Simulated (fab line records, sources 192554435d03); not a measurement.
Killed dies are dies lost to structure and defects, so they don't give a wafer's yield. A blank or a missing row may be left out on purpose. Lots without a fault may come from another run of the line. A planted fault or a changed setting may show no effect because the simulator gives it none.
Chamber matching | flow n5_finfet | N5_BEOL_M14_ETCH_68 on rie_diel-03: 4 sister chambers
The step etches SOC in N2/H2, time 450 s. 14 wafers are shown with their chamber, then 7 later ones without.

WAFERS WITH THEIR CHAMBER
wafer  | chamber | drypump_motor_current_A (A) | showerhead_plenum_p_Torr (Torr) | throttle_valve_pct (%)
L078.2 | 1       | 6.6                         | 2.47                            | 17.52
L078.3 | 2       | 6.0                         | 2.60                            | 18.01
L078.6 | 1       | 6.6                         | 2.47                            | 17.52
L081.3 | 0       | 5.4                         | 2.49                            | 17.85
L081.4 | 2       | 6.0                         | 2.60                            | 18.02
L081.5 | 2       | 6.0                         | 2.60                            | 18.01
L083.2 | 0       | 5.4                         | 2.49                            | 17.84
L083.4 | 3       | 5.5                         | 2.48                            | 17.81
L083.6 | 3       | 5.5                         | 2.48                            | 17.83
L091.1 | 2       | 6.0                         | 2.59                            | 18.06
L091.4 | 0       | 5.3                         | 2.49                            | 17.87
L091.5 | 3       | 5.5                         | 2.47                            | 17.85
L093.1 | 2       | 6.0                         | 2.59                            | 18.08
L093.4 | 1       | 6.6                         | 2.46                            | 17.58

SIGNATURES (means of the wafers above)
reading                  | chamber 0 | chamber 1 | chamber 2 | chamber 3 | scatter within a chamber
drypump_motor_current_A  | 5.367     | 6.600     | 6.000     | 5.500     | 0.0258
showerhead_plenum_p_Torr | 2.4900    | 2.4667    | 2.5960    | 2.4767    | 0.00503
throttle_valve_pct       | 17.8533   | 17.5400   | 18.0360   | 17.8300   | 0.0279
Rule: a wafer's distance from a chamber is the root of the sum, over the readings, of the square of ((its reading less the chamber's mean) divided by the reading's scatter). The wafer belongs to the nearest chamber; if the next one is less than 2 further off, it can't be placed. The scatter: the root of (the sum of the squares of (reading less its chamber's mean) over the shown wafers, divided by (wafers less chambers)).

WAFERS WITHOUT THEIR CHAMBER
wafer  | drypump_motor_current_A (A) | showerhead_plenum_p_Torr (Torr) | throttle_valve_pct (%)
L093.6 | 5.5                         | 2.47                            | 17.85
L094.1 | 6.0                         | 2.59                            | 18.08
L094.2 | 5.5                         | 2.46                            | 17.87
L094.6 | 5.5                         | 2.46                            | 17.88
L097.1 | 5.9                         | 2.58                            | 18.09
L097.2 | 5.5                         | 2.46                            | 17.87
L097.3 | 5.4                         | 2.48                            | 17.52

WHICH CHAMBER EACH WENT THROUGH
wafer  | from the rows above     | in truth
L093.6 | 3                       | 3
L094.1 | 2                       | 2
L094.2 | 3                       | 3
L094.6 | 3                       | 3
L097.1 | 2                       | 2
L097.2 | 3                       | 3
L097.3 | can't be placed: 3 or 0 | 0
Placed correctly: 6 of 7. Can't be placed from these rows: 1 (the true chamber is among the candidates in 1). Placed wrongly: 0.
